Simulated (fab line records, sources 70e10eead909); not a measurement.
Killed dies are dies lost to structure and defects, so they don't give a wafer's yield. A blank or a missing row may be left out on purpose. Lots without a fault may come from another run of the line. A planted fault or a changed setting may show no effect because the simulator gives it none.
Which tool did it? | flow nand_harc | 22 lots, 66 wafers sampled, at 6 steps of a route of 1302

WHAT THE GAUGES READ, wafer by wafer
The record holds no reading of a measuring or inspecting step that can be judged against a usual standard deviation.

WHICH TOOL RAN EACH LOT (tool, then ch and the chambers of the sampled wafers, then the start)
lot  | NHARC_A_SLIT_ETCH_15                          | NHARC_A_WL_FILL_STRIP_29           | NHARC_A_CONTACT_ETCH_50                       | NHARC_A_CONTACT_ETCH_117             | NHARC_A_CONTACT_ETCH_121             | NHARC_A_CONTACT_ETCH_96
L074 | rie_diel-08 ch 0,2,3, day 20 18:23 or earlier | rie_diel-03 ch 0,1,2, day 20 18:23 | rie_diel-06 ch 0,2,3, day 21 13:04 or earlier | har_cap_etch-03 ch 0,1, day 21 13:04 | har_cap_etch-03 ch 0,1, day 21 13:45 | rie_diel-01 ch 0,1,2, no start
L075 | rie_diel-10 ch 0,2,3, day 21 06:51 or earlier | rie_diel-03 ch 1,2,3, day 21 06:51 | rie_diel-06 ch 1,3, day 21 22:43              | har_cap_etch-03 ch 0,1, day 22 01:04 | har_cap_etch-03 ch 0,1, day 22 01:45 | rie_diel-06 ch 2,3, no start
L076 | rie_diel-08 ch 0,1,3, day 21 06:52 or earlier | rie_diel-13 ch 1,2,3, day 21 06:52 | rie_diel-01 ch 1,2,3, day 22 01:40 or earlier | har_cap_etch-02 ch 0,1, day 22 01:40 | har_cap_etch-02 ch 0,1, day 22 02:32 | rie_diel-06 ch 0,1,2, no start
L077 | rie_diel-05 ch 0,2,3, day 21 18:29 or earlier | rie_diel-13 ch 0,2,3, day 21 18:29 | rie_diel-01 ch 0,1,3, day 22 14:07 or earlier | har_cap_etch-03 ch 0,1, day 22 14:07 | har_cap_etch-03 ch 0,1, day 22 14:48 | rie_diel-04 ch 0,2,3, no start
L079 | rie_diel-10 ch 1,2,3, day 22 16:06 or earlier | rie_diel-03 ch 0,1,2, day 22 16:06 | rie_diel-01 ch 0,1,3, day 23 08:02 or earlier | har_cap_etch-01 ch 0,1, day 23 08:02 | har_cap_etch-01 ch 0,1, day 23 08:43 | rie_diel-01 ch 0,1,2, no start
L081 | rie_diel-05 ch 0,1, day 23 19:43 or earlier   | rie_diel-12 ch 0,3, day 23 19:43   | rie_diel-06 ch 0,3, day 24 15:32 or earlier   | har_cap_etch-02 ch 0,1, day 24 15:32 | har_cap_etch-02 ch 0,1, day 24 16:13 | rie_diel-04 ch 0,1,2, no start
L082 | rie_diel-10 ch 1,2, day 24 12:17 or earlier   | rie_diel-12 ch 2,3, day 24 12:17   | rie_diel-04 ch 0,2,3, day 25 07:52 or earlier | har_cap_etch-03 ch 0,1, day 25 07:52 | har_cap_etch-03 ch 0,1, day 25 08:33 | rie_diel-04 ch 0,1,2, no start
L083 | rie_diel-05 ch 1,2,3, day 24 12:15 or earlier | rie_diel-03 ch 0,1, day 24 12:15   | rie_diel-01 ch 1,2,3, day 25 06:46 or earlier | har_cap_etch-02 ch 0,1, day 25 06:46 | har_cap_etch-02 ch 0,1, day 25 07:27 | rie_diel-06 ch 0,2,3, no start
L084 | rie_diel-08 ch 0,3, day 25 11:19 or earlier   | rie_diel-13 ch 2,3, day 25 11:19   | rie_diel-01 ch 0,1,2, day 26 01:19 or earlier | har_cap_etch-02 ch 0,1, day 26 01:19 | har_cap_etch-02 ch 0,1, day 26 02:01 | rie_diel-01 ch 0,1, no start
L085 | rie_diel-10 ch 2,3, day 25 09:52 or earlier   | rie_diel-12 ch 1,2,3, day 25 09:52 | rie_diel-06 ch 0,2, day 26 01:16 or earlier   | har_cap_etch-01 ch 0,1, day 26 01:16 | har_cap_etch-01 ch 0,1, day 26 02:11 | rie_diel-04 ch 0,1, no start
L087 | rie_diel-05 ch 1,2,3, day 25 20:06 or earlier | rie_diel-13 ch 0,1, day 25 20:06   | rie_diel-04 ch 0,1,3, day 26 11:20 or earlier | har_cap_etch-02 ch 0,1, day 26 11:20 | har_cap_etch-02 ch 0,1, day 26 12:00 | rie_diel-04 ch 0,1,2, no start
L088 | rie_diel-10 ch 2,3, day 26 01:06 or earlier   | rie_diel-03 ch 0,2,3, day 26 01:06 | rie_diel-06 ch 1,2,3, day 26 21:26 or earlier | har_cap_etch-01 ch 0,1, day 26 21:26 | har_cap_etch-01 ch 0,1, day 26 22:07 | rie_diel-06 ch 1,3, no start
L086 | rie_diel-08 ch 1,2,3, day 26 03:11 or earlier | rie_diel-13 ch 0,1,3, day 26 03:11 | rie_diel-04 ch 1,2, day 26 21:40 or earlier   | har_cap_etch-02 ch 0,1, day 26 21:40 | har_cap_etch-02 ch 0,1, day 26 22:21 | rie_diel-01 ch 1,2,3, no start
L089 | rie_diel-08 ch 0,1,2, day 26 02:43 or earlier | rie_diel-03 ch 0,2,3, day 26 02:43 | rie_diel-04 ch 1,2,3, day 27 01:31 or earlier | har_cap_etch-03 ch 0,1, day 27 01:31 | har_cap_etch-03 ch 0,1, day 27 02:11 | rie_diel-06 ch 0,2,3, no start
L091 | rie_diel-05 ch 1,3, day 27 12:56 or earlier   | rie_diel-12 ch 0,1, day 27 12:56   | rie_diel-04 ch 0,2,3, day 28 04:49 or earlier | har_cap_etch-02 ch 1, day 28 04:49   | har_cap_etch-02 ch 1, day 28 05:29   | rie_diel-04 ch 0,3, no start
L090 | rie_diel-08 ch 0,1,3, day 27 13:59 or earlier | rie_diel-13 ch 0,1,3, day 27 13:59 | rie_diel-01 ch 0,2,3, day 28 05:43 or earlier | har_cap_etch-03 ch 0,1, day 28 05:43 | har_cap_etch-03 ch 0,1, day 28 06:23 | rie_diel-04 ch 0,1,2, no start
L092 | rie_diel-10 ch 0,1,3, day 28 02:40 or earlier | rie_diel-03 ch 2,3, day 28 02:40   | rie_diel-01 ch 0,2, day 28 18:49 or earlier   | har_cap_etch-03 ch 0,1, day 28 18:49 | har_cap_etch-03 ch 0,1, day 28 19:29 | rie_diel-04 ch 0,2, no start
L094 | rie_diel-08 ch 0,1,2, day 28 14:23 or earlier | rie_diel-12 ch 0,1,2, day 28 14:23 | rie_diel-01 ch 1,2,3, day 29 07:17 or earlier | har_cap_etch-01 ch 0,1, day 29 07:17 | har_cap_etch-01 ch 0,1, day 29 07:58 | rie_diel-01 ch 1,2,3, no start
L093 | rie_diel-05 ch 0,3, day 28 14:24 or earlier   | rie_diel-13 ch 0,2, day 28 14:24   | rie_diel-04 ch 0,1, day 29 06:58 or earlier   | har_cap_etch-03 ch 0,1, day 29 06:58 | har_cap_etch-03 ch 0,1, day 29 07:39 | rie_diel-04 ch 2,3, no start
L096 | rie_diel-05 ch 1,2, day 29 12:19 or earlier   | rie_diel-03 ch 1,3, day 29 12:19   | rie_diel-04 ch 1,2, day 30 04:39 or earlier   | har_cap_etch-03 ch 0,1, day 30 04:39 | har_cap_etch-03 ch 0,1, day 30 05:20 | rie_diel-04 ch 0,1,3, no start
L095 | rie_diel-08 ch 1,3, day 29 12:18 or earlier   | rie_diel-13 ch 1,2, day 29 12:18   | rie_diel-04 ch 0,2, day 30 03:22 or earlier   | har_cap_etch-01 ch 1, day 30 03:22   | har_cap_etch-01 ch 1, day 30 04:02   | rie_diel-04 ch 0,1,2, no start
L097 | rie_diel-08 ch 0,2, day 31 05:10 or earlier   | rie_diel-12 ch 2,3, day 31 05:10   | rie_diel-04 ch 0,2,3, day 31 21:18 or earlier | har_cap_etch-01 ch 1, day 31 21:18   | har_cap_etch-01 ch 1, day 31 21:59   | rie_diel-06 ch 0,1,3, no start
- NHARC_A_SLIT_ETCH_15: etches the open film in O2/COS, target depth 6200 nm, time 1612 s.
- NHARC_A_WL_FILL_STRIP_29: strips in O2, time 20 s.
- NHARC_A_CONTACT_ETCH_50: etches the open film in CF4/CHF3, target depth 121 nm, time 60.5 s.
- NHARC_A_CONTACT_ETCH_117: etches the open film in C4F8/O2/Ar, time 190 s, target depth 1850 nm.
- NHARC_A_CONTACT_ETCH_121: etches the open film in C4F8/O2/Ar, time 190 s, target depth 1850 nm.
- NHARC_A_CONTACT_ETCH_96: etches the open film in C4F6/O2, target depth 20 nm, time 10 s.

WHAT THE TOOLS THEMSELVES READ (means of the sampled wafers that have a number; where no wafer has one, the mark that the record gives instead)
NHARC_A_SLIT_ETCH_15. Usual: drypump_motor_current_A 5.6 A, standard deviation 0.5; mfc_ar_sccm 0.011 sccm, standard deviation 0.014; oes_product_au 1.001 a.u., standard deviation 0.01; rf_vpp_V 315.2 V, standard deviation 1.9; showerhead_plenum_p_Torr 3.19 Torr, standard deviation 0.12; throttle_valve_pct 28.330 %, standard deviation 0.0082.
lot  | tool        | drypump_motor_current_A (A) | mfc_ar_sccm (sccm) | oes_product_au (a.u.) | rf_vpp_V (V) | showerhead_plenum_p_Torr (Torr) | throttle_valve_pct (%) | flag
L074 | rie_diel-08 | 5.4                         | 0.014              | 0.989                 | 314.6        | 3.15                            | 28.335                 |
L075 | rie_diel-10 | 5.6                         | 0.000              | 1.001                 | 316.3        | 3.25                            | 28.332                 |
L076 | rie_diel-08 | 5.5                         | 0.014              | 1.004                 | 313.9        | 3.12                            | 28.326                 |
L077 | rie_diel-05 | 5.9                         | 0.031              | 0.998                 | 317.0        | 3.25                            | 28.330                 |
L079 | rie_diel-10 | 5.2                         | 0.000              | 1.005                 | 315.6        | 3.20                            | 28.325                 |
L081 | rie_diel-05 | 5.4                         | 0.009              | 0.993                 | 316.6        | 3.27                            | 28.319                 |
L082 | rie_diel-10 | 5.3                         | 0.000              | 1.004                 | 313.2        | 3.07                            | 28.330                 |
L083 | rie_diel-05 | 5.7                         | 0.023              | 0.992                 | 317.7        | 3.32                            | 28.325                 |
L084 | rie_diel-08 | 5.2                         | 0.020              | 1.001                 | 313.2        | 3.08                            | 28.325                 |
L085 | rie_diel-10 | 5.1                         | 0.000              | 1.001                 | 316.6        | 3.33                            | 28.320                 |
L087 | rie_diel-05 | 5.7                         | 0.023              | 1.000                 | 317.5        | 3.32                            | 28.324                 |
L088 | rie_diel-10 | 5.1                         | 0.000              | 1.012                 | 317.1        | 3.32                            | 28.342                 |
L086 | rie_diel-08 | 5.8                         | 0.008              | 0.993                 | 315.2        | 3.19                            | 28.330                 |
L089 | rie_diel-08 | 5.7                         | 0.006              | 0.999                 | 314.8        | 3.14                            | 28.328                 |
L091 | rie_diel-05 | 5.8                         | 0.020              | 1.008                 | 317.2        | 3.30                            | 28.339                 |
L090 | rie_diel-08 | 5.5                         | 0.014              | 0.998                 | 314.0        | 3.12                            | 28.332                 |
L092 | rie_diel-10 | 5.8                         | 0.000              | 1.005                 | 314.7        | 3.11                            | 28.329                 |
L094 | rie_diel-08 | 5.7                         | 0.006              | 0.999                 | 314.2        | 3.14                            | 28.333                 |
L093 | rie_diel-05 | 6.1                         | 0.029              | 1.004                 | 315.4        | 3.24                            | 28.326                 |
L096 | rie_diel-05 | 5.5                         | 0.025              | 1.013                 | 317.1        | 3.33                            | 28.329                 |
L095 | rie_diel-08 | 5.9                         | 0.008              | 1.001                 | 314.5        | 3.15                            | 28.323                 |
L097 | rie_diel-08 | 5.5                         | 0.006              | 1.008                 | 314.4        | 3.17                            | 28.323                 |

NHARC_A_WL_FILL_STRIP_29. Usual: drypump_motor_current_A 5.8 A, standard deviation 0.46; mfc_ar_sccm 0.009 sccm, standard deviation 0.013; oes_product_au 0.998 a.u., standard deviation 0.01; rf_vpp_V 57.8 V, standard deviation 0.9; showerhead_plenum_p_Torr 3.52 Torr, standard deviation 0.14; throttle_valve_pct 17.036 %, standard deviation 0.0097.
lot  | tool        | drypump_motor_current_A (A) | mfc_ar_sccm (sccm) | oes_product_au (a.u.) | rf_vpp_V (V) | showerhead_plenum_p_Torr (Torr) | throttle_valve_pct (%) | flag
L074 | rie_diel-03 | 5.3                         | 0.020              | 0.997                 | 57.5         | 3.43                            | 17.033                 |
L075 | rie_diel-03 | 5.7                         | 0.013              | 0.997                 | 57.5         | 3.45                            | 17.032                 |
L076 | rie_diel-13 | 6.1                         | 0.002              | 1.006                 | 58.4         | 3.45                            | 17.038                 |
L077 | rie_diel-13 | 6.1                         | 0.000              | 1.014                 | 58.4         | 3.50                            | 17.035                 |
L079 | rie_diel-03 | 5.3                         | 0.020              | 0.998                 | 57.7         | 3.43                            | 17.040                 |
L081 | rie_diel-12 | 6.1                         | 0.009              | 0.992                 | 57.5         | 3.47                            | 17.036                 |
L082 | rie_diel-12 | 6.0                         | 0.009              | 0.988                 | 57.5         | 3.44                            | 17.035                 |
L083 | rie_diel-03 | 5.1                         | 0.013              | 1.005                 | 57.7         | 3.45                            | 17.039                 |
L084 | rie_diel-13 | 6.2                         | 0.000              | 1.001                 | 57.6         | 3.41                            | 17.037                 |
L085 | rie_diel-12 | 5.8                         | 0.017              | 0.995                 | 57.1         | 3.59                            | 17.029                 |
L087 | rie_diel-13 | 6.2                         | 0.004              | 0.999                 | 57.7         | 3.59                            | 17.040                 |
L088 | rie_diel-03 | 5.6                         | 0.020              | 0.995                 | 57.9         | 3.47                            | 17.039                 |
L086 | rie_diel-13 | 6.3                         | 0.002              | 0.999                 | 57.5         | 3.55                            | 17.023                 |
L089 | rie_diel-03 | 5.6                         | 0.020              | 1.005                 | 57.1         | 3.47                            | 17.042                 |
L091 | rie_diel-12 | 5.8                         | 0.024              | 1.006                 | 58.9         | 3.76                            | 17.027                 |
L090 | rie_diel-13 | 6.3                         | 0.002              | 1.006                 | 57.8         | 3.55                            | 17.034                 |
L092 | rie_diel-03 | 5.8                         | 0.026              | 1.006                 | 57.7         | 3.45                            | 17.035                 |
L094 | rie_diel-12 | 5.7                         | 0.012              | 0.984                 | 58.6         | 3.74                            | 17.036                 |
L093 | rie_diel-13 | 6.0                         | 0.000              | 0.995                 | 58.3         | 3.57                            | 17.033                 |
L096 | rie_diel-03 | 5.8                         | 0.000              | 1.005                 | 57.6         | 3.49                            | 17.043                 |
L095 | rie_diel-13 | 5.8                         | 0.002              | 0.998                 | 57.0         | 3.41                            | 17.040                 |
L097 | rie_diel-12 | 6.0                         | 0.009              | 0.986                 | 57.0         | 3.44                            | 17.045                 |

NHARC_A_CONTACT_ETCH_50. Usual: drypump_motor_current_A 6.0 A, standard deviation 0.4; mfc_ar_sccm 0.012 sccm, standard deviation 0.012; oes_product_au 0.948 a.u., standard deviation 0.026; rf_vpp_V 370.6 V, standard deviation 2.4; showerhead_plenum_p_Torr 1.58 Torr, standard deviation 0.07; throttle_valve_pct 16.804 %, standard deviation 0.011.
lot  | tool        | drypump_motor_current_A (A) | mfc_ar_sccm (sccm) | oes_product_au (a.u.) | rf_vpp_V (V) | showerhead_plenum_p_Torr (Torr) | throttle_valve_pct (%) | flag
L074 | rie_diel-06 | 5.8                         | 0.005              | 0.931                 | 373.6        | 1.66                            | 16.804                 |
L075 | rie_diel-06 | 5.8                         | 0.011              | 1.002                 | 373.8        | 1.67                            | 16.805                 |
L076 | rie_diel-01 | 6.0                         | 0.011              | 0.930                 | 369.2        | 1.55                            | 16.799                 |
L077 | rie_diel-01 | 5.7                         | 0.013              | 0.927                 | 369.5        | 1.53                            | 16.813                 |
L079 | rie_diel-01 | 5.8                         | 0.013              | 0.922                 | 367.8        | 1.53                            | 16.788                 |
L081 | rie_diel-06 | 6.1                         | 0.005              | 0.922                 | 372.6        | 1.64                            | 16.812                 |
L082 | rie_diel-04 | 6.2                         | 0.021              | 0.966                 | 369.2        | 1.54                            | 16.805                 |
L083 | rie_diel-01 | 5.9                         | 0.011              | 0.958                 | 368.5        | 1.54                            | 16.797                 |
L084 | rie_diel-01 | 5.7                         | 0.018              | 0.971                 | 370.5        | 1.55                            | 16.804                 |
L085 | rie_diel-06 | 5.9                         | 0.000              | 0.929                 | 371.3        | 1.64                            | 16.809                 |
L087 | rie_diel-04 | 6.3                         | 0.010              | 0.952                 | 371.0        | 1.60                            | 16.812                 |
L088 | rie_diel-06 | 5.7                         | 0.005              | 0.923                 | 373.8        | 1.66                            | 16.805                 |
L086 | rie_diel-04 | 6.5                         | 0.011              | 0.956                 | 372.2        | 1.63                            | 16.807                 |
L089 | rie_diel-04 | 6.4                         | 0.011              | 0.972                 | 370.5        | 1.59                            | 16.795                 |
L091 | rie_diel-04 | 6.2                         | 0.021              | 0.959                 | 369.8        | 1.53                            | 16.805                 |
L090 | rie_diel-01 | 5.8                         | 0.013              | 0.920                 | 368.7        | 1.51                            | 16.802                 |
L092 | rie_diel-01 | 5.6                         | 0.020              | 0.969                 | 368.8        | 1.52                            | 16.803                 |
L094 | rie_diel-01 | 6.0                         | 0.011              | 0.910                 | 368.9        | 1.53                            | 16.804                 |
L093 | rie_diel-04 | 6.3                         | 0.010              | 0.960                 | 372.1        | 1.63                            | 16.799                 |
L096 | rie_diel-04 | 6.4                         | 0.022              | 0.940                 | 371.1        | 1.57                            | 16.811                 |
L095 | rie_diel-04 | 6.0                         | 0.030              | 0.949                 | 368.8        | 1.51                            | 16.813                 |
L097 | rie_diel-04 | 6.2                         | 0.021              | 0.977                 | 370.2        | 1.53                            | 16.804                 |

NHARC_A_CONTACT_ETCH_96. Usual: c4f6_flow_sccm 25.01 sccm, standard deviation 0.069; drypump_motor_current_A 6.1 A, standard deviation 0.4; mfc_ar_sccm 499.9 sccm, standard deviation 1.5; oes_product_au 0.967 a.u., standard deviation 0.029; rf_vpp_V 548 V, standard deviation 3.5; showerhead_plenum_p_Torr 3.96 Torr, standard deviation 0.17; throttle_valve_pct 26.904 %, standard deviation 0.0088.
lot  | tool        | c4f6_flow_sccm (sccm) | drypump_motor_current_A (A) | mfc_ar_sccm (sccm) | oes_product_au (a.u.) | rf_vpp_V (V) | showerhead_plenum_p_Torr (Torr) | throttle_valve_pct (%) | flag
L074 | rie_diel-01 | 25.08                 | 5.7                         | 500.5              | 0.953                 | 545          | 3.87                            | 26.896                 |
L075 | rie_diel-06 | 24.98                 | 5.5                         | 499.7              | 0.998                 | 552          | 4.17                            | 26.906                 |
L076 | rie_diel-06 | 25.00                 | 5.8                         | 498.8              | 1.002                 | 551          | 4.12                            | 26.896                 |
L077 | rie_diel-04 | 25.09                 | 6.2                         | 498.9              | 1.000                 | 544          | 3.84                            | 26.901                 |
L079 | rie_diel-01 | 24.99                 | 5.7                         | 500.7              | 0.964                 | 546          | 3.87                            | 26.906                 |
L081 | rie_diel-04 | 24.96                 | 6.3                         | 499.4              | 0.995                 | 547          | 3.92                            | 26.899                 |
L082 | rie_diel-04 | 24.96                 | 6.3                         | 500.4              | 0.936                 | 547          | 3.92                            | 26.893                 |
L083 | rie_diel-06 | 25.01                 | 5.8                         | 499.4              | 0.945                 | 551          | 4.12                            | 26.904                 |
L084 | rie_diel-01 | 24.98                 | 5.5                         | 499.4              | 0.943                 | 546          | 3.88                            | 26.904                 |
L085 | rie_diel-04 | 25.05                 | 6.1                         | 500.3              | 0.994                 | 546          | 3.93                            | 26.903                 |
L087 | rie_diel-04 | 25.02                 | 6.3                         | 499.3              | 0.915                 | 548          | 3.92                            | 26.912                 |
L088 | rie_diel-06 | 25.05                 | 5.8                         | 500.2              | 0.949                 | 550          | 4.13                            | 26.903                 |
L086 | rie_diel-01 | 25.03                 | 6.0                         | 499.8              | 0.993                 | 545          | 3.83                            | 26.908                 |
L089 | rie_diel-06 | 25.04                 | 5.8                         | 499.7              | 0.944                 | 551          | 4.11                            | 26.913                 |
L091 | rie_diel-04 | 24.99                 | 6.3                         | 500.3              | 0.953                 | 546          | 3.89                            | 26.905                 |
L090 | rie_diel-04 | 24.94                 | 6.3                         | 499.7              | 0.991                 | 547          | 3.91                            | 26.910                 |
L092 | rie_diel-04 | 25.01                 | 6.2                         | 497.8              | 0.995                 | 544          | 3.77                            | 26.898                 |
L094 | rie_diel-01 | 25.02                 | 6.0                         | 500.7              | 0.940                 | 545          | 3.82                            | 26.898                 |
L093 | rie_diel-04 | 24.92                 | 6.3                         | 499.7              | 0.948                 | 545          | 3.82                            | 26.897                 |
L096 | rie_diel-04 | 25.04                 | 6.3                         | 500.2              | 0.931                 | 548          | 3.97                            | 26.906                 |
L095 | rie_diel-04 | 24.97                 | 6.3                         | 499.5              | 0.950                 | 547          | 3.91                            | 26.902                 |
L097 | rie_diel-06 | 24.99                 | 6.0                         | 501.4              | 1.001                 | 550          | 4.07                            | 26.900                 |

THE ANSWER, worked out from the rows above alone
Rule: a lot is off if the mean of its wafers that have a number lies more than 3 standard deviations from the usual mean. A lot without any number at a reading at which 4 lots or more have one is off too. The other lots that the step has rows for count as sound. The gauges are gone through in route order, then the tools' own readings, and for those a lot's mean is taken as printed above. The first step at which some lot is off is used, and at that step the reading that is off furthest; a lot without a number counts as furthest.
No lot is off at any reading shown: from this, nothing can be told.

WHAT THE SIMULATOR HAD PUT IN
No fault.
